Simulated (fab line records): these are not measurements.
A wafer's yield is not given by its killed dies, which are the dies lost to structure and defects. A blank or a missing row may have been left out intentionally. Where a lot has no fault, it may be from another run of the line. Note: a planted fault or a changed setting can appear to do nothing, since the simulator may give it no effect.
Matching of chambers | flow n5 finfet | N5_BEOL_M4_DEP_57 on pecvd-02: 3 sister chambers
The step deposits SiCN from 3MS/NH3, target thk 8 nm, time 14 s. 14 wafers are shown with their chamber, then 7 later ones without.

## WAFERS, EACH WITH ITS CHAMBER
wafer  | chamber | showerhead plenum p Torr (Torr) | throttle valve pct (%)
L074.3 | 0       | 3.665                           | 9.2
L074.4 | 0       | 3.669                           | 8.9
L074.5 | 1       | 3.679                           | 9.1
L075.2 | 0       | 3.667                           | 9.1
L075.3 | 2       | 3.652                           | 8.3
L075.5 | 2       | 3.666                           | 8.4
L087.2 | 1       | 3.679                           | 9.2
L087.3 | 0       | 3.666                           | 8.8
L087.5 | 2       | 3.663                           | 8.4
L091.1 | 1       | 3.684                           | 9.2
L091.5 | 1       | 3.681                           | 9.2
L091.6 | 2       | 3.656                           | 8.3
L094.1 | 2       | 3.655                           | 8.6
L094.2 | 1       | 3.681                           | 9.3

SIGNATURES (averages over the wafers above)
reading                  | chamber 0 | chamber 1 | chamber 2 | scatter within a chamber
showerhead plenum p Torr | 3.66675   | 3.68080   | 3.65840   | 0.00385
throttle valve pct       | 9.000     | 9.200     | 8.400     | 0.128
Rule: distance of a wafer from a chamber = root of the sum over the readings of ((wafer's reading minus chamber's mean) / reading's scatter) squared. If the next closest chamber is less than 2 further off than the closest, the wafer can't be placed; otherwise it belongs to the closest. The scatter is the square root of a quotient: the sum, over the shown wafers, of each reading's squared deviation from its chamber's mean, divided by wafers minus chambers.

## WAFERS WITH NO CHAMBER GIVEN
wafer  | showerhead plenum p Torr (Torr) | throttle valve pct (%)
L094.4 | 3.673                           | 8.3
L093.1 | 3.660                           | 8.5
L093.2 | 3.678                           | 9.2
L093.5 | 3.680                           | 8.8
L095.1 | 3.667                           | 7.6
L095.3 | 3.677                           | 9.2
L095.4 | 3.667                           | 8.4

## WHICH CHAMBER EACH WENT THROUGH
wafer  | from the rows above     | in truth
L094.4 | can't be placed: 2 or 0 | 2
L093.1 | 2                       | 2
L093.2 | 1                       | 1
L093.5 | can't be placed: 1 or 0 | 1
L095.1 | 2                       | 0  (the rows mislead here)
L095.3 | 1                       | 1
L095.4 | 2                       | 2
Placed correctly: 4 of 7. Not placeable from these rows: 2 (in 2, the candidates include the true chamber). 1 placed wrongly.
